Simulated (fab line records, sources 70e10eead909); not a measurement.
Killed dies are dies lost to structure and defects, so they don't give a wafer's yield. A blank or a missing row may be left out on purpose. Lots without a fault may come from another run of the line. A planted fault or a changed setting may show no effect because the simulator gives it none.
Chamber matching | flow nand_harc | NHARC_A_SGD_CUT_DEP_00 on pecvd-01: 3 sister chambers
The step deposits SiNx, target thk 50 nm. 6 wafers are shown with their chamber, then 7 later ones without.

WAFERS WITH THEIR CHAMBER
wafer  | chamber | heater_power_w (W)
L260.5 | 1       | 655
L258.1 | 2       | 699
L258.3 | 1       | 659
L258.5 | 0       | 615
L261.1 | 2       | 636
L261.3 | 0       | 753

WAFERS WITHOUT THEIR CHAMBER
wafer  | heater_power_w (W)
L261.5 | 612
L263.3 | 787
L263.4 | 657
L263.6 | 716
L265.1 | 743
L265.3 | 645
L265.4 | 756

WHICH CHAMBER EACH WENT THROUGH
wafer  | from the rows above          | in truth
L261.5 | can't be placed: 1 or 2 or 0 | 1
L263.3 | can't be placed: 0 or 2 or 1 | 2
L263.4 | can't be placed: 1 or 2 or 0 | 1
L263.6 | can't be placed: 0 or 2 or 1 | 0
L265.1 | can't be placed: 0 or 2 or 1 | 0
L265.3 | can't be placed: 1 or 2 or 0 | 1
L265.4 | can't be placed: 0 or 2 or 1 | 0
Placed correctly: 0 of 7. Can't be placed from these rows: 7 (the true chamber is among the candidates in 7). Placed wrongly: 0.
How it was worked out, from the rows above alone: a wafer's distance from a chamber is the root of the sum, over the readings, of the square of ((its reading less the chamber's mean) divided by the reading's scatter). The wafer belongs to the nearest chamber; if the next one is less than 2 further off, it can't be placed. A chamber's mean is the mean of its shown wafers. The scatter: the root of (the sum of the squares of (reading less its chamber's mean) over the shown wafers, divided by (wafers less chambers)).
